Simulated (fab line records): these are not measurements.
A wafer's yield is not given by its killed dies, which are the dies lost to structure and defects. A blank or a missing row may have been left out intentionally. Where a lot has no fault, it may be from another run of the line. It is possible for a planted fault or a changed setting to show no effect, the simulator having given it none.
Which tool did it? || flow nand-harc || Sampling: 11 lots, 33 wafers, 3 of 1159 route steps

## WHAT EACH GAUGE READ, for each wafer
NHARC_A_M1_CD_MEAS_09: the cd target is 120 nm.
{"lot": "L447", "measured": "day 17 20:55", "on": "cd-sem-02", "cd-nm (nm)": "119.3 119.4 120.6"}
{"lot": "L450", "measured": "day 18 01:22", "on": "cd-sem-01", "cd-nm (nm)": "119.9 120.5 119.8"}
{"lot": "L446", "measured": "day 18 03:55", "on": "cd-sem-01", "cd-nm (nm)": "119.9 119.8 120.0"}
{"lot": "L451", "measured": "day 18 06:21", "on": "cd-sem-02", "cd-nm (nm)": "119.9 119.6 120.6"}
{"lot": "L452", "measured": "day 18 21:08", "on": "cd-sem-01", "cd-nm (nm)": "119.7 120.4 121.0"}
{"lot": "L458", "measured": "day 20 22:04", "on": "cd-sem-01", "cd-nm (nm)": "130.9 130.8 131.8 131.0 130.9 131.6"}
{"lot": "L461", "measured": "day 21 02:52", "on": "cd-sem-01", "cd-nm (nm)": "118.9 118.8 119.6"}
{"lot": "L462", "measured": "day 21 03:12", "on": "cd-sem-02", "cd-nm (nm)": "127.6 127.6 128.4 127.6 127.4 128.1"}
{"lot": "L459", "measured": "day 21 06:23", "on": "cd-sem-02", "cd-nm (nm)": "128.2 126.6 127.5 128.4 126.6 127.6"}
{"lot": "L465", "measured": "day 22 08:56", "on": "cd-sem-02", "cd-nm (nm)": "120.1 120.6 119.7"}
{"lot": "L468", "measured": "day 22 22:34", "on": "cd-sem-01", "cd-nm (nm)": "120.4 119.6 119.6"}

## WHAT TOOL EACH LOT RAN ON (gives the tool, then ch and the chambers of the sampled wafers, and finally the start)
{"lot": "L447", "NHARC_A_M0_DEGAS_28": "pvd-sputter-01, day 17 18:04", "NHARC_A_M1_EXPOSE_06": "arfi-scanner-02 ch 0, day 17 20:47"}
{"lot": "L450", "NHARC_A_M0_DEGAS_28": "pvd-sputter-03, day 17 22:19", "NHARC_A_M1_EXPOSE_06": "arfi-scanner-02 ch 0, day 18 01:14"}
{"lot": "L446", "NHARC_A_M0_DEGAS_28": "pvd-sputter-03, day 18 00:53", "NHARC_A_M1_EXPOSE_06": "arfi-scanner-01 ch 0, day 18 03:46"}
{"lot": "L451", "NHARC_A_M0_DEGAS_28": "pvd-sputter-03, day 18 03:20", "NHARC_A_M1_EXPOSE_06": "arfi-scanner-01 ch 0, day 18 06:13"}
{"lot": "L452", "NHARC_A_M0_DEGAS_28": "pvd-sputter-01, day 18 18:10", "NHARC_A_M1_EXPOSE_06": "arfi-scanner-01 ch 0, day 18 20:59"}
{"lot": "L458", "NHARC_A_M0_DEGAS_28": "pvd-sputter-01, day 20 18:24", "NHARC_A_M1_EXPOSE_06": "arfi-scanner-02 ch 0, day 20 21:56"}
{"lot": "L461", "NHARC_A_M0_DEGAS_28": "pvd-sputter-03, day 20 23:56", "NHARC_A_M1_EXPOSE_06": "arfi-scanner-01 ch 0, day 21 02:44"}
{"lot": "L462", "NHARC_A_M0_DEGAS_28": "pvd-sputter-02, day 21 00:06", "NHARC_A_M1_EXPOSE_06": "arfi-scanner-02 ch 0, day 21 03:04"}
{"lot": "L459", "NHARC_A_M0_DEGAS_28": "pvd-sputter-03, day 21 03:10", "NHARC_A_M1_EXPOSE_06": "arfi-scanner-02 ch 0, day 21 06:14"}
{"lot": "L465", "NHARC_A_M0_DEGAS_28": "pvd-sputter-01, day 22 05:44", "NHARC_A_M1_EXPOSE_06": "arfi-scanner-01 ch 0, day 22 08:48"}
{"lot": "L468", "NHARC_A_M0_DEGAS_28": "pvd-sputter-02, day 22 19:46", "NHARC_A_M1_EXPOSE_06": "arfi-scanner-01 ch 0, day 22 22:26"}
- NHARC_A_M0_DEGAS_28: time 60 s.
- NHARC_A_M1_EXPOSE_06: exposes mask A M1, target cd 120 nm.

## THE ANSWER, worked out from the rows above alone
Rule: usual is defined by the lots themselves. The widest of any qualifying gaps counts: lots, ordered by their means at a reading, are off when they make up no more than a third of the lots, leave a main group of 4 or more, and stand apart from it by 3 or more times the standard deviation of that group's means. A main group is skipped when, at the precision printed for the reading in the tables above, its means are all equal. A lot without any number at a reading at which 4 lots or more have one is off too. All remaining lots with rows at the step are treated as sound.
Off at NHARC_A_M1_CD_MEAS_09 (cd-nm): L458, L462, L459. For the main group the mean is 119.9 nm and the standard deviation 0.35.
A tool fits if, at a process step before that reading, it ran every lot that is off, and no sound lot after the first of them. The gauges at NHARC_A_M1_CD_MEAS_09 are tried like those tools. One candidate fits, namely arfi-scanner-02 at NHARC_A_M1_EXPOSE_06. Its last sound lot is L450 (day 18 01:14), its first lot that is off L458 (day 20 21:56): a fault that began between those two fits.

## WHAT WAS PUT IN BY THE SIMULATOR
Drift in process parameters on arfi-scanner-02 at NHARC_A_M1_EXPOSE_06, starting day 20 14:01. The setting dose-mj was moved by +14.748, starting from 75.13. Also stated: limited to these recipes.
Struck lots among those shown: L458, L462, L459. The rule above reached the same finding.
